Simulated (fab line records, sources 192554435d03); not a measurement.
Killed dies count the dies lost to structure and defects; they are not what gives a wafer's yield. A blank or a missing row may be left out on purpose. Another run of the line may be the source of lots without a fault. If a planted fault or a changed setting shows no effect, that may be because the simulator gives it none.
Struck lot and sound lot, side by side -- flow n5-finfet -- 24 out of 1938 route steps
Sound: the wafers L575.1, L575.3, L575.6. Struck: wafers L585.1, L585.2, L585.5. The cause is named last.
Order at every step that has rows: each side's tool, ch and its chambers, its first start. Under that, the readings that differ: sound wafers -- struck wafers -- difference of the means -- sigmas: that difference in standard deviations of wafers without a fault.
alike: same words and numbers on both sides, and readings whose means sit less than 2 such deviations apart. not compared: any withheld reading, any reading some wafer has no value for, any bound like >300 that may hide the same value, and any number with overlapping values for which the record gives no deviation.
Wherever a step has rows on one side only, a row that says differs or no value, or a row with sigmas, the two part there. Numbers that have no deviation but don't overlap get no sigmas and don't part them. A reading that every wafer of one side lacks parts them only if that side has two wafers or more.

N5_BEOL_M10_THK_MEAS_53: measures by xrf.
  sound on film-metro-02, day 11 05:55; struck on film-metro-02, day 15 11:12
  alike: M10_THK
then, 1 step without rows for these wafers: N5_BEOL_M10_PRE_CLEAN_55 (time 15 s).
N5_BEOL_M10_DEP_56: deposits SiCN from 3MS/NH3, target thk 15 nm, time 26.5 s.
  sound on pecvd-04 ch 0,1,2, day 11 05:58; struck on pecvd-02 ch 0,1,2, day 15 11:16
  alike: chamber-pressure-Torr, showerhead-plenum-p-Torr, throttle-valve-pct
N5_BEOL_M10_RS_MEAS_57: a four-point-probe measurement.
  sound on film-metro-02, day 11 06:03; struck on film-metro-02, day 15 11:20
  alike: M10_RS
N5_BEOL_M10_INSPECT_58: inspects for defects (darkfield).
  sound on defect-inspect-02, day 11 06:04; struck on defect-inspect-01, day 15 11:22
  alike: raw-defect-count
N5_BEOL_M11_ILD_DEP_00: deposits SiCOH lowk from DEMS/porogen, target thk 308.51 nm, time 58 s.
  sound on pecvd-04 ch 0,1,2, day 11 06:07; struck on pecvd-04 ch 1,2, day 15 11:24
reading,sound,struck,difference,sigmas
chamber-pressure-Torr (Torr),4.974 4.987 4.991,5.009 5.023 5.007,+0.029,+3
  alike: heater-power-w, showerhead-plenum-p-Torr, throttle-valve-pct
then, 1 step without rows for these wafers: N5_BEOL_M11_CURE_71 (cures SiCOH lowk, time 240 s).
N5_BEOL_M11_THK_MEAS_01:
  sound on film-metro-02, day 11 07:11; struck on film-metro-01, day 15 13:11
  alike: M11_ILD_THK
N5_BEOL_M11_PECVD_70: deposits SiO2 from TEOS/O2, target thk 20 nm, time 22.7 s.
  sound on pecvd-02 ch 0,1, day 11 07:13; struck on pecvd-02 ch 1,2, day 15 13:14
  alike: chamber-pressure-Torr, heater-power-w, showerhead-plenum-p-Torr, throttle-valve-pct
then, 3 steps without rows for these wafers: N5_BEOL_M11_HM_DEP_02 (deposits TiN, target thk 20 nm); N5_BEOL_M11_COAT_59 (time 60 s, resist thk 100 nm); N5_BEOL_M11_COAT_60 (time 60 s, resist thk 30 nm).
N5_BEOL_M11_COAT_05: resist thk 90 nm.
  sound on litho-track-01 ch 0, day 11 08:35; struck on litho-track-05 ch 0, day 15 14:22
reading,sound,struck,difference,sigmas
spin-speed-rpm (rpm),1500.1 1499.7 1501.5,1138.7 1138.8 1137.1,-362.2,-99 or more
model.CAR-ArF_of_BEOL_M11_COAT_05.thk-nm (nm),90.2 90 90.4,103.4 104 103.6,+13.5,
then, 5 steps without rows for these wafers: N5_BEOL_M11_EBR_07; N5_BEOL_M11_SOFTBAKE_06 (time 60 s); N5_BEOL_M11_EXPOSE_08 (exposes mask M11); N5_BEOL_M11_PEB_09 (peb time 60 s); N5_BEOL_M11_DEVELOP_10 (develop time 30 s).
N5_BEOL_M11_CD_MEAS_11 targets a cd of 64.1 nm.
  sound on cd-sem-03 ch 0, day 11 08:49; struck on cd-sem-03 ch 0, day 15 14:43
  alike: cd-nm
N5_BEOL_M11_OVL_MEAS_12:
  sound on overlay-02 ch 0, day 11 08:51; struck on overlay-02 ch 0, day 15 14:45
  alike: M11_OVL
N5_BEOL_M11_INSPECT_13: inspects for defects (brightfield).
  sound on defect-inspect-02, day 11 08:53; struck on defect-inspect-02, day 15 14:47
  alike: raw-defect-count
N5_BEOL_M11_DESCUM_16: chemistry O2, time 7.9 s.
  sound on rie-diel-05 ch 0,1, day 11 09:20; struck on rie-diel-03 ch 1,3, day 15 14:49
  alike: drypump-motor-current-A, oes-product-au, rf-vpp-V, showerhead-plenum-p-Torr, throttle-valve-pct
  not compared: rf-hours-counter-h
N5_BEOL_M11_ETCH_61: etches SiARC in CF4, target depth 39 nm, time 65 s.
  sound on rie-diel-05 ch 0,1, day 11 09:22; struck on rie-diel-03 ch 1,3, day 15 14:51
reading,sound,struck,difference,sigmas
model.CAR-ArF_of_BEOL_M11_COAT_05.thk-nm (nm),55.6 55.4 56,68.8 69.6 69.2,+13.5,
  alike: drypump-motor-current-A, etch-rf-on-time-s, oes-product-au, rf-vpp-V, showerhead-plenum-p-Torr, throttle-valve-pct
  not compared: rf-hours-counter-h
N5_BEOL_M11_ETCH_62: etches SOC in N2/H2, target depth 110 nm, overetch 22 nm, time 165 s.
  sound on rie-diel-05 ch 0,1, day 11 09:25; struck on rie-diel-03 ch 1,3, day 15 14:54
  alike: drypump-motor-current-A, n2-flow-sccm, oes-product-au, rf-vpp-V, showerhead-plenum-p-Torr, throttle-valve-pct
  not compared: rf-hours-counter-h

== WHERE THEY PART ==
Earliest at N5_BEOL_M11_ILD_DEP_00; latest, in this record, at N5_BEOL_M11_COAT_05. Later steps at which nothing parts them and some readings are alike: N5_BEOL_M11_CD_MEAS_11, N5_BEOL_M11_OVL_MEAS_12, N5_BEOL_M11_INSPECT_13, N5_BEOL_M11_DESCUM_16, N5_BEOL_M11_ETCH_61, N5_BEOL_M11_ETCH_62.

WHY: whatever the simulator had introduced
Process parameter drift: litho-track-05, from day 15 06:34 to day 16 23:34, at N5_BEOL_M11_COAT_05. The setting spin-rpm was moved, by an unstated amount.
